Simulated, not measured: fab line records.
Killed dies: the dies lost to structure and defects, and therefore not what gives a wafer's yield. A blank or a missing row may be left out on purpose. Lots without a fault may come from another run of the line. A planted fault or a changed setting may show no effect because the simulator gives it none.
A single fault, viewed from 2 desks | flow nandHarc | what lay behind the numbers comes last; until then each desk has only its own

## THE TOOL OWNER'S DESK: lithoTrack-01
The tool's own readings at NHARC_P_M0_PEB_07 (peb time 65 s): means of the sampled wafers that have a number, for each lot that ran on this tool. Marked OUT: a lot whose mean sits more than 4 standard deviations from the usual mean, which makes it out of limits; the brackets give that distance.
Columns: A = exhaustPa at NHARC_P_M0_PEB_07, usual 45.1 Pa; B = heaterPowerTotalW at NHARC_P_M0_PEB_07, usual 156.6 W; C = plateTempC at NHARC_P_M0_PEB_07, usual 100.01 C
lot  | first seen here | A    | B               | C
L664 | day 7 01:02     | 44.7 | 156.5           | 100.11
L667 | day 7 15:56     | 45.5 | 156.6           | 100.03
L670 | day 8 09:03     | 45.5 | 156.7           | 99.95
L673 | day 8 22:53     | 45.3 | 156.5           | 99.96
L674 | day 8 23:26     | 46.0 | 161.5 (+11) OUT | 102.39 (+18) OUT
L675 | day 9 17:50     | 45.6 | 161.8 (+12) OUT | 102.42 (+19) OUT
This desk finds L674, L675 out of limits, L674 being first, at day 8 23:26 (heaterPowerTotalW at NHARC_P_M0_PEB_07). Within limits: L664, L667, L670, L673.

## THE METROLOGY DESK
What the gauges read, lot by lot, whatever tool the lot ran on: means of the sampled wafers that have a number. Marked OUT: a lot whose mean sits more than 4 standard deviations from the usual mean, which makes it out of limits; the brackets give that distance.
Columns: A = cdNm at NHARC_P_M0_CD_MEAS_09, usual 89.8 nm; B = thkNm at NHARC_P_M0_THK_MEAS_24, usual 117.4 nm
lot  | first seen here | A              | B
L663 | day 6 05:10     | 90.3           | 118.5
L666 | day 7 00:20     | 90.0           | 115.2
L664 | day 7 01:07     | 89.6           | 116.3
L667 | day 7 16:01     | 89.4           | 116.8
L668 | day 8 00:17     | 90.4           | 115.6
L669 | day 8 00:56     | 90.4           | 115.9
L670 | day 8 09:08     | 90.4           | 117.2
L673 | day 8 22:58     | 89.3           | 118.0
L674 | day 8 23:31     | 97.4 (+11) OUT | 120.2
L675 | day 9 17:55     | 98.2 (+12) OUT | 118.4
L677 | day 9 23:43     | 89.3           | 116.9
This desk finds L674, L675 out of limits, L674 being first, at day 8 23:31 (cdNm at NHARC_P_M0_CD_MEAS_09). Within limits: L663, L666, L664, L667, L668, L669, L670, L673, L677.

## TAKEN TOGETHER
The tool owner's desk had the chance to raise an alarm at day 8 23:26 on L674, L675.
Metrology desk: alarm possible at day 8 23:31 on L674, L675.
On lithoTrack-01, each named lot ran NHARC_P_M0_PEB_07.

## WHAT THE SIMULATOR HAD INSERTED
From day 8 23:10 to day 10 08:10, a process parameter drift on lithoTrack-01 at NHARC_P_M0_PEB_07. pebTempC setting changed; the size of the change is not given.
Lots struck among those shown: L674, L675.
Fault start to first reading out of limits, in hours, per desk: tool owner, 0; metrology, 0.
